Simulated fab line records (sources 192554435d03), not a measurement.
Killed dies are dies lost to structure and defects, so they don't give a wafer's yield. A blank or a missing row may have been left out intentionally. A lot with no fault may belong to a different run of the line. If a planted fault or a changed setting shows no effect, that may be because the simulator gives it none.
The tool behind it: which one? -- flow n5Finfet -- 10 lots, 30 wafers sampled, at 1 step of a route of 1938

== WHAT THE GAUGES READ, wafer by wafer ==
N5_WELL_APT_INSPECT_10: inspects for defects (macro).
lot,measured,on,rawDefectCount
L835,day 1 14:52,defectInspect-01,1 1 1
L836,day 1 19:58,defectInspect-01,5 1 1
L840,day 2 19:53,defectInspect-02,4 6 4
L841,day 3 02:01,defectInspect-01,3 2 1
L842,day 3 07:42,defectInspect-01,6 1 1
L851,day 5 14:04,defectInspect-01,4 1 3
L852,day 5 19:37,defectInspect-02,2 5 2
L853,day 6 01:44,defectInspect-01,4 3 0
L857,day 7 01:44,defectInspect-02,2 0 1
L858,day 7 07:38,defectInspect-01,2 0 4

== TOOL THAT RAN EACH LOT (tool first, then ch and the chambers of the sampled wafers, then the start) ==
Record: no process step prior to these readings.

== THE ANSWER, worked out from the rows above alone ==
Rule: the usual values come from the lots themselves. The widest of any qualifying gaps counts: lots, ordered by their means at a reading, are off when they make up no more than a third of the lots, leave a main group of 4 or more, and stand apart from it by 3 or more times the standard deviation of that group's means. A main group whose means are all the same, to the digits that the tables above print for the reading, isn't used. Also off: a lot with no number at a reading for which 4 or more lots have one. Where the step has rows for the other lots, those lots are counted as sound.
No lot is off at any reading shown: from this, nothing can be told.

== WHAT THE SIMULATOR HAD PUT IN ==
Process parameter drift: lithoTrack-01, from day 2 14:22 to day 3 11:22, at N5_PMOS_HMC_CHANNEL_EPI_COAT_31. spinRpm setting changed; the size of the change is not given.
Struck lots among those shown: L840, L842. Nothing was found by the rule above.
